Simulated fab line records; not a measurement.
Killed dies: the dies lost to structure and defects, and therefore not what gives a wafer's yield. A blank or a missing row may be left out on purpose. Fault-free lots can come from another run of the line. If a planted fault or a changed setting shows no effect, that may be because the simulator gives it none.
Chamber matching / flow n5_finfet / rie_diel-05 running N5_BEOL_M8_DESCUM_16: 4 sister chambers
The step chemistry O2, time 7.9 s. 8 wafers are shown with their chamber, then 8 later ones without.

## WAFERS, EACH WITH ITS CHAMBER
wafer=L078.4; chamber=2; drypump_motor_current_A (A)=5.9; showerhead_plenum_p_Torr (Torr)=2.17
wafer=L083.1; chamber=3; drypump_motor_current_A (A)=5.7; showerhead_plenum_p_Torr (Torr)=2.20
wafer=L083.2; chamber=0; drypump_motor_current_A (A)=5.0; showerhead_plenum_p_Torr (Torr)=2.11
wafer=L083.5; chamber=1; drypump_motor_current_A (A)=5.5; showerhead_plenum_p_Torr (Torr)=1.96
wafer=L087.1; chamber=0; drypump_motor_current_A (A)=4.9; showerhead_plenum_p_Torr (Torr)=2.10
wafer=L087.2; chamber=2; drypump_motor_current_A (A)=5.9; showerhead_plenum_p_Torr (Torr)=2.17
wafer=L087.6; chamber=3; drypump_motor_current_A (A)=5.7; showerhead_plenum_p_Torr (Torr)=2.19
wafer=L089.3; chamber=1; drypump_motor_current_A (A)=5.5; showerhead_plenum_p_Torr (Torr)=1.96

## WAFERS WITHOUT THEIR CHAMBER
wafer=L089.4; drypump_motor_current_A (A)=5.0; showerhead_plenum_p_Torr (Torr)=2.10
wafer=L089.5; drypump_motor_current_A (A)=5.9; showerhead_plenum_p_Torr (Torr)=2.16
wafer=L092.2; drypump_motor_current_A (A)=4.9; showerhead_plenum_p_Torr (Torr)=2.10
wafer=L092.5; drypump_motor_current_A (A)=5.9; showerhead_plenum_p_Torr (Torr)=2.16
wafer=L092.6; drypump_motor_current_A (A)=5.5; showerhead_plenum_p_Torr (Torr)=1.96
wafer=L093.1; drypump_motor_current_A (A)=5.9; showerhead_plenum_p_Torr (Torr)=2.16
wafer=L093.2; drypump_motor_current_A (A)=5.7; showerhead_plenum_p_Torr (Torr)=2.19
wafer=L093.3; drypump_motor_current_A (A)=5.5; showerhead_plenum_p_Torr (Torr)=1.96

## EACH ONE'S CHAMBER
wafer=L089.4; from the rows above=0; in truth=0
wafer=L089.5; from the rows above=2; in truth=2
wafer=L092.2; from the rows above=0; in truth=0
wafer=L092.5; from the rows above=2; in truth=2
wafer=L092.6; from the rows above=1; in truth=1
wafer=L093.1; from the rows above=2; in truth=2
wafer=L093.2; from the rows above=3; in truth=3
wafer=L093.3; from the rows above=1; in truth=1
Correct placement for 8 of the 8. Can't be placed from these rows: 0. Wrongly placed: 0.
How it was worked out, from the rows above alone: a wafer's distance from a chamber is the root of the sum, over the readings, of the square of ((its reading less the chamber's mean) divided by the reading's scatter). The wafer belongs to the nearest chamber; if the next one is less than 2 further off, it can't be placed. The mean given for a chamber averages the wafers shown for that chamber. The scatter: the root of (the sum of the squares of (reading less its chamber's mean) over the shown wafers, divided by (wafers less chambers)).
